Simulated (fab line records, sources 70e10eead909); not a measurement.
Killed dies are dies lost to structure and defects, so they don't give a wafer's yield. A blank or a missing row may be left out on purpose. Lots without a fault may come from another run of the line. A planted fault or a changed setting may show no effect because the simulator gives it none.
Chamber matching | flow nand_harc | NHARC_P_CONTACT_ALD_22 on ald_metal-02: 4 sister chambers
The step deposits TiN, target thk 3 nm, pulse time 1 s, ald cycles 150. 4 wafers are shown with their chamber, then 9 later ones without.

WAFERS WITH THEIR CHAMBER
wafer  | chamber | heater_power_w (W)
L077.6 | 1       | 1296
L083.5 | 2       | 1235
L085.2 | 3       | 1084
L085.6 | 0       | 1136

WAFERS WITHOUT THEIR CHAMBER
wafer  | heater_power_w (W)
L087.3 | 1090
L087.5 | 1149
L087.6 | 1070
L092.1 | 1336
L092.3 | 1091
L092.6 | 1371
L095.1 | 1084
L095.2 | 1090
L095.3 | 1343

WHICH CHAMBER EACH WENT THROUGH
wafer  | from the rows above     | in truth
L087.3 | can't be placed: 3 or 0 | 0
L087.5 | can't be placed: 0 or 3 | 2
L087.6 | can't be placed: 3 or 0 | 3
L092.1 | can't be placed: 1 or 2 | 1
L092.3 | can't be placed: 3 or 0 | 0
L092.6 | can't be placed: 1 or 2 | 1
L095.1 | can't be placed: 3 or 0 | 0
L095.2 | can't be placed: 3 or 0 | 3
L095.3 | can't be placed: 1 or 2 | 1
Placed correctly: 0 of 9. Can't be placed from these rows: 9 (the true chamber is among the candidates in 8). Placed wrongly: 0.
How it was worked out, from the rows above alone: a wafer's distance from a chamber is the root of the sum, over the readings, of the square of ((its reading less the chamber's mean) divided by the reading's scatter). The wafer belongs to the nearest chamber; if the next one is less than 2 further off, it can't be placed. A chamber's mean is the mean of its shown wafers. The scatter: with one shown wafer a chamber, the root of the mean of the squares of how far each hidden wafer lies from its nearest shown one.
